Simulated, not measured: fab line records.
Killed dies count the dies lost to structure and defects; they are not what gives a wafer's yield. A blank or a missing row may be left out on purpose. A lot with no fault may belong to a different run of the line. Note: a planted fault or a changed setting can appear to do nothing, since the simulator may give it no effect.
fab line records + flow n5Finfet + part 2 of 2: steps 5 to 6 of 6
record
- lots=20
- wafers=60
- lastDay=19
route steps=1938 shown MOL_CONTACT_COAG@574 BEOL_M0_SAQP@649
lots that met no fault: from a run of the same line without faults
startH: hours from the record's first day to the start of the lot's first wafer shown + waitH: time in hours since the lot's previous step + " same as the row above + L1.1+2: a single row standing in for several wafers + - either no value or no given start + * or withheld: withheld + < > ~ a bound
route shown NAME@n: names a module that has steps shown in the file, with the first one's number in the route + usual: mean/standard deviation taken from wafers without a fault + same: alike in all rows + chamber/n: place in a boat + sites: per-site readings + _std_site: their standard deviation + _edge_site: the outer-site mean with the inner-site mean subtracted + radiusMm: how far each site lies from the wafer's centre + mask NAME#n: copy n + behind: the last tool/chamber to shape the wafer + hold: what put the lot on hold/how long, in hours/how the hold closed + device: names the non-switching transistor (n, p or np) + end of line: the same wafers' tests at the end of the route + for a step that has no rows: nothing shown but its recipe + killed: count of dies lost to structure and defects at first sort (not the wafer's yield) + map: shows each die of a wafer: x if killed, . if not, _ if none is there
set.NAME: the setting that was run; set.NAME@STEP: the one run at that earlier step + model.NAME: the simulator's own value behind a step, which no gauge read
route steps across a sampled set of lots; one table per step, one row per wafer
services: a tool's chamber out of use, with start hour (startH, from the record's first day; less than 0 if before it), hours out, and reason
## steps
# step N5_BEOL_M0_SAQP_CD_MEAS_14
# recipe
- targetCdNm=42.5
- landingEnergyEv=500
- detector=seInlens
# usual
- cdNm=42.4/0.35
| lot.wafer | tool     | chamber | startH | waitH | cdNm |
|-----------|----------|---------|--------|-------|------|
| L075.1    | cdSem-03 | 0       | 126.04 | -     | 42.4 |
| L075.2    | "        | 0       | "      | "     | 42.8 |
| L075.6    | "        | 0       | "      | "     | 43.2 |
| L074.1    | cdSem-02 | 0       | 127.09 | -     | 42.5 |
| L074.4    | "        | 0       | "      | "     | 42.3 |
| L074.6    | "        | 0       | "      | "     | 42.4 |
| L076.3    | cdSem-02 | 0       | 127.26 | -     | 42.3 |
| L076.4    | "        | 0       | "      | "     | 42.0 |
| L076.6    | "        | 0       | "      | "     | 42.2 |
| L078.2    | cdSem-03 | 0       | 132.00 | -     | 43.0 |
| L078.3    | "        | 0       | "      | "     | 42.2 |
| L078.6    | "        | 0       | "      | "     | 42.4 |
| L077.4    | cdSem-01 | 0       | 133.18 | -     | 42.3 |
| L077.5    | "        | 0       | "      | "     | 42.8 |
| L077.6    | "        | 0       | "      | "     | 43.4 |
| L080.2    | cdSem-01 | 0       | 143.64 | -     | 42.4 |
| L080.4    | "        | 0       | "      | "     | 42.3 |
| L080.5    | "        | 0       | "      | "     | 43.0 |
| L079.1    | cdSem-01 | 0       | 146.68 | -     | 43.0 |
| L079.4    | "        | 0       | "      | "     | 42.2 |
| L079.6    | "        | 0       | "      | "     | 42.0 |
| L082.1    | cdSem-03 | 0       | 156.65 | -     | 42.2 |
| L082.3    | "        | 0       | "      | "     | 42.7 |
| L082.4    | "        | 0       | "      | "     | 42.9 |
| L083.2    | cdSem-02 | 0       | 159.79 | -     | 42.1 |
| L083.3    | "        | 0       | "      | "     | 42.0 |
| L083.6    | "        | 0       | "      | "     | 42.5 |
| L084.1    | cdSem-02 | 0       | 166.27 | -     | 42.4 |
| L084.3    | "        | 0       | "      | "     | 41.9 |
| L084.4    | "        | 0       | "      | "     | 42.1 |
| L085.1    | cdSem-03 | 0       | 174.30 | -     | 42.4 |
| L085.4    | "        | 0       | "      | "     | 42.5 |
| L085.6    | "        | 0       | "      | "     | 41.9 |
| L086.2    | cdSem-03 | 0       | 181.50 | -     | 42.4 |
| L086.4    | "        | 0       | "      | "     | 41.8 |
| L086.5    | "        | 0       | "      | "     | 42.2 |
| L087.1    | cdSem-03 | 0       | 183.49 | -     | 42.9 |
| L087.2    | "        | 0       | "      | "     | 42.6 |
| L087.5    | "        | 0       | "      | "     | 42.9 |
| L089.2    | cdSem-02 | 0       | 201.52 | -     | 42.7 |
| L089.3    | "        | 0       | "      | "     | 42.4 |
| L089.5    | "        | 0       | "      | "     | 42.9 |
| L090.2    | cdSem-01 | 0       | 205.56 | -     | 42.5 |
| L090.4    | "        | 0       | "      | "     | 42.3 |
| L090.6    | "        | 0       | "      | "     | 42.3 |
| L091.2    | cdSem-01 | 0       | 208.62 | -     | 42.1 |
| L091.5    | "        | 0       | "      | "     | 42.5 |
| L091.6    | "        | 0       | "      | "     | 42.4 |
| L092.1    | cdSem-03 | 0       | 214.27 | -     | 42.3 |
| L092.2    | "        | 0       | "      | "     | 42.2 |
| L092.4    | "        | 0       | "      | "     | 42.1 |
| L093.2    | cdSem-03 | 0       | 221.84 | -     | 42.3 |
| L093.4    | "        | 0       | "      | "     | 42.1 |
| L093.6    | "        | 0       | "      | "     | 42.7 |
| L096.2    | cdSem-02 | 0       | 243.96 | -     | 42.7 |
| L096.5    | "        | 0       | "      | "     | 42.8 |
| L096.6    | "        | 0       | "      | "     | 42.6 |
| L097.1    | cdSem-02 | 0       | 244.35 | -     | 42.1 |
| L097.5    | "        | 0       | "      | "     | 42.1 |
| L097.6    | "        | 0       | "      | "     | 42.4 |
# step N5_BEOL_M0_SAQP_DESCUM_19
# recipe
- chemistry=O2
- timeS=7.9
- sourcePowerW=50
- biasPowerW=20
- pressureMtorr=20
- rfFrequencyHz=2.712e+07
- tempC=40
- resist=CAR-ArF
- o2FlowSccm=225
# usual
- drypumpMotorCurrentA=5.6/0.34
- oesProductAu=0.75/0.089
- rfVppV=242.6/1.2
- showerheadPlenumPTorr=2.06/0.062
- tempC=39.98/0.11
- throttleValvePct=20.45/0.23
| lot.wafer | tool       | chamber | startH | waitH | drypumpMotorCurrentA | oesProductAu | rfHoursCounterH | rfVppV | showerheadPlenumPTorr | tempC | throttleValvePct |
|-----------|------------|---------|--------|-------|----------------------|--------------|-----------------|--------|-----------------------|-------|------------------|
| L075.1    | rieDiel-06 | 0       | 126.12 | 0.0   | 4.9                  | 0.92         | 8               | 242.6  | 2.07                  | 39.97 | 20.26            |
| L075.2    | "          | 2       | "      | "     | 5.2                  | 0.72         | 198             | 243.7  | 2.17                  | 39.92 | 20.47            |
| L075.6    | "          | 1       | "      | "     | 5.7                  | 0.74         | -               | 241.5  | 2.00                  | 40.01 | 20.32            |
| L074.1    | rieDiel-02 | 2       | 127.18 | 0.0   | 5.5                  | 0.72         | 212             | 243.0  | 2.07                  | 39.84 | 20.27            |
| L074.4    | "          | 0       | "      | "     | 5.4                  | 0.71         | 234             | 243.6  | 2.14                  | 40.03 | 20.54            |
| L074.6    | "          | 0       | "      | "     | 5.4                  | 0.71         | -               | 246.0  | 2.14                  | 40.05 | 20.53            |
| L076.3    | rieDiel-06 | 2       | 127.47 | 0.2   | 5.2                  | 0.73         | 198             | 243.3  | 2.17                  | 39.98 | 20.49            |
| L076.4    | "          | 0       | "      | "     | 4.9                  | 0.92         | 9               | 242.1  | 2.07                  | 39.92 | 20.24            |
| L076.6    | "          | 0       | "      | "     | 4.9                  | 0.92         | -               | 241.7  | 2.07                  | 39.92 | 20.24            |
| L078.2    | rieDiel-02 | 2       | 133.09 | 1.0   | 5.5                  | 0.72         | 214             | 243.4  | 2.06                  | 40.02 | 20.28            |
| L078.3    | "          | 0       | "      | "     | 5.4                  | 0.71         | 237             | 243.0  | 2.14                  | 40.03 | 20.56            |
| L078.6    | "          | 3       | "      | "     | 5.7                  | 0.73         | -               | 242.6  | 2.07                  | 40.08 | 20.69            |
| L077.4    | rieDiel-06 | 1       | 133.70 | 0.5   | 5.6                  | 0.75         | 186             | 242.6  | 1.99                  | 40.03 | 20.31            |
| L077.5    | "          | 2       | "      | "     | 5.2                  | 0.72         | -               | 244.6  | 2.17                  | 39.98 | 20.49            |
| L077.6    | "          | 3       | "      | "     | 5.3                  | 0.75         | -               | 242.8  | 2.03                  | 39.91 | 20.91            |
| L080.2    | rieDiel-04 | 2       | 144.97 | 1.3   | 5.2                  | 0.74         | 150             | 245.5  | 2.19                  | 40.16 | 20.53            |
| L080.4    | "          | 1       | "      | "     | 6.3                  | 0.69         | 216             | 242.4  | 1.98                  | 39.97 | 20.56            |
| L080.5    | "          | 0       | "      | "     | 5.8                  | 1.00         | -               | 243.0  | 2.08                  | 40.09 | 20.26            |
| L079.1    | rieDiel-02 | 0       | 146.86 | 0.1   | 5.4                  | 0.71         | 243             | 244.9  | 2.14                  | 40.04 | 20.55            |
| L079.4    | "          | 1       | "      | "     | 6.0                  | 0.73         | 173             | 241.8  | 1.98                  | 39.73 | 20.07            |
| L079.6    | "          | 0       | "      | "     | 5.5                  | 0.71         | -               | 244.3  | 2.14                  | 40.22 | 20.55            |
| L082.1    | rieDiel-02 | 2       | 156.77 | 0.1   | 5.5                  | 0.71         | 224             | 242.7  | 2.06                  | 39.93 | 20.28            |
| L082.3    | "          | 0       | "      | "     | 5.4                  | 0.70         | 247             | 243.8  | 2.13                  | 40.05 | 20.55            |
| L082.4    | "          | 2       | "      | "     | 5.5                  | 0.72         | -               | 242.7  | 2.06                  | 39.79 | 20.30            |
| L083.2    | rieDiel-02 | 0       | 159.88 | 0.0   | 5.4                  | 0.70         | 248             | 244.8  | 2.13                  | 39.76 | 20.55            |
| L083.3    | "          | 3       | "      | "     | 5.7                  | 0.72         | 214             | 243.4  | 2.07                  | 40.03 | 20.72            |
| L083.6    | "          | 2       | "      | "     | 5.5                  | 0.71         | -               | 242.4  | 2.06                  | 39.99 | 20.30            |
| L084.1    | rieDiel-04 | 0       | 166.36 | 0.0   | 5.8                  | 0.96         | 9               | 240.9  | 2.08                  | 40.03 | 20.28            |
| L084.3    | "          | 1       | "      | "     | 6.3                  | 0.70         | 223             | 241.2  | 1.98                  | 39.74 | 20.56            |
| L084.4    | "          | 3       | "      | "     | 5.7                  | 0.68         | 228             | 243.3  | 2.06                  | 39.98 | 20.60            |
| L085.1    | rieDiel-04 | 2       | 174.39 | 0.0   | 5.2                  | 0.73         | 160             | 246.3  | 2.19                  | 39.98 | 20.55            |
| L085.4    | "          | 1       | "      | "     | 6.3                  | 0.69         | -               | 241.0  | 1.98                  | 40.21 | 20.58            |
| L085.6    | "          | 2       | "      | "     | 5.2                  | 0.73         | -               | 244.0  | 2.19                  | 40.03 | 20.54            |
| L086.2    | rieDiel-02 | 3       | 181.59 | 0.0   | 5.7                  | 0.72         | 220             | 242.6  | 2.07                  | 39.91 | 20.69            |
| L086.4    | "          | 3       | "      | "     | 5.7                  | 0.72         | -               | 242.4  | 2.07                  | 39.93 | 20.72            |
| L086.5    | "          | 1       | "      | "     | 6.0                  | 0.72         | -               | 241.0  | 1.98                  | 40.07 | 20.06            |
| L087.1    | rieDiel-04 | 0       | 183.57 | 0.0   | 5.8                  | 0.94         | 16              | 242.8  | 2.07                  | 39.96 | 20.28            |
| L087.2    | "          | 1       | "      | "     | 6.3                  | 0.70         | 229             | 242.8  | 1.98                  | 40.20 | 20.58            |
| L087.5    | "          | 1       | "      | "     | 6.3                  | 0.69         | -               | 240.9  | 1.98                  | 40.10 | 20.58            |
| L089.2    | rieDiel-02 | 1       | 201.61 | 0.0   | 6.1                  | 0.71         | 189             | 243.2  | 1.98                  | 39.98 | 20.06            |
| L089.3    | "          | 0       | "      | "     | 5.4                  | 0.97         | 7               | 243.4  | 2.13                  | 40.02 | 20.21            |
| L089.5    | "          | 2       | "      | "     | 5.5                  | 0.70         | -               | 243.9  | 2.06                  | 40.05 | 20.31            |
| L090.2    | rieDiel-04 | 2       | 205.71 | 0.1   | 5.2                  | 0.72         | 171             | 242.7  | 2.19                  | 39.96 | 20.56            |
| L090.4    | "          | 0       | "      | "     | 5.8                  | 0.93         | 22              | 241.9  | 2.07                  | 39.77 | 20.29            |
| L090.6    | "          | 1       | "      | "     | 6.3                  | 0.68         | -               | 243.2  | 1.98                  | 39.95 | 20.59            |
| L091.2    | rieDiel-04 | 1       | 208.71 | 0.0   | 6.3                  | 0.70         | 237             | 242.0  | 1.98                  | 39.89 | 20.59            |
| L091.5    | "          | 0       | "      | "     | 5.8                  | 0.94         | -               | 241.9  | 2.07                  | 40.11 | 20.27            |
| L091.6    | "          | 1       | "      | "     | 6.3                  | 0.69         | -               | 240.9  | 1.98                  | 39.83 | 20.58            |
| L092.1    | rieDiel-04 | 0       | 214.36 | 0.0   | 5.8                  | 0.93         | 25              | 242.8  | 2.07                  | 39.93 | 20.29            |
| L092.2    | "          | 2       | "      | "     | 5.3                  | 0.72         | 173             | 245.4  | 2.19                  | 40.03 | 20.57            |
| L092.4    | "          | 3       | "      | "     | 5.6                  | 0.67         | 239             | 242.0  | 2.06                  | 40.10 | 20.62            |
| L093.2    | rieDiel-02 | 0       | 222.08 | 0.2   | 5.4                  | 0.95         | 14              | 243.4  | 2.13                  | 40.14 | 20.22            |
| L093.4    | "          | 2       | "      | "     | 5.5                  | 0.69         | 247             | 242.1  | 2.05                  | 40.00 | 20.31            |
| L093.6    | "          | 1       | "      | "     | 6.0                  | 0.70         | -               | 241.0  | 1.98                  | 39.95 | 20.09            |
| L096.2    | rieDiel-04 | 3       | 244.04 | 0.0   | 5.7                  | 0.66         | 245             | 242.9  | 2.06                  | 39.88 | 20.63            |
| L096.5    | "          | 3       | "      | "     | 5.6                  | 0.66         | -               | 242.7  | 2.06                  | 39.94 | 20.61            |
| L096.6    | "          | 0       | "      | "     | 5.8                  | 0.91         | -               | 242.7  | 2.07                  | 40.02 | 20.31            |
| L097.1    | rieDiel-02 | 3       | 244.44 | 0.0   | 5.7                  | 0.70         | 240             | 241.2  | 2.06                  | 40.06 | 20.73            |
| L097.5    | "          | 3       | "      | "     | 5.7                  | 0.70         | -               | 242.5  | 2.06                  | 39.96 | 20.74            |
| L097.6    | "          | 1       | "      | "     | 6.0                  | 0.70         | -               | 241.1  | 1.97                  | 39.93 | 20.11            |
## services
| tool       | chamber | startH | hours | kind                        |
|------------|---------|--------|-------|-----------------------------|
| rieDiel-05 | 3       | 96.30  | 1.8   | repair                      |
| rieDiel-05 | 2       | 100.11 | 16.3  | repair                      |
| rieDiel-06 | 0       | 104.78 | 5.5   | repair                      |
| rieDiel-04 | -       | 116.06 | 28.1  | pm                          |
| rieDiel-05 | 1       | 116.46 | -     | clean                       |
| rieDiel-05 | 1       | 116.46 | -     | consumableReplace:focusRing |
| rieDiel-05 | 3       | 119.45 | 6.4   | repair                      |
| rieDiel-05 | 3       | 134.83 | -     | clean                       |
| rieDiel-05 | 3       | 134.83 | -     | consumableReplace:focusRing |
| rieDiel-05 | 3       | 134.83 | 29.9  | scheduledDown               |
| rieDiel-05 | 3       | 134.83 | 29.9  | ventCycle                   |
| rieDiel-02 | 1       | 154.13 | 5.4   | repair                      |
| rieDiel-03 | 2       | 157.49 | 2.7   | repair                      |
| rieDiel-02 | 0       | 165.92 | -     | clean                       |
| rieDiel-04 | 3       | 167.41 | 8.7   | repair                      |
| rieDiel-02 | -       | 179.40 | 1.0   | repair                      |
| rieDiel-06 | 2       | 189.08 | 10.0  | repair                      |
| rieDiel-06 | 2       | 226.76 | 7.4   | repair                      |
| rieDiel-03 | 3       | 227.88 | -     | clean                       |
| rieDiel-03 | 3       | 227.88 | -     | consumableReplace:focusRing |
| rieDiel-03 | 3       | 227.88 | 18.7  | scheduledDown               |
| rieDiel-03 | 3       | 227.88 | 18.7  | ventCycle                   |
| rieDiel-05 | 2       | 229.83 | 7.1   | repair                      |
| rieDiel-04 | 3       | 236.60 | 5.9   | repair                      |
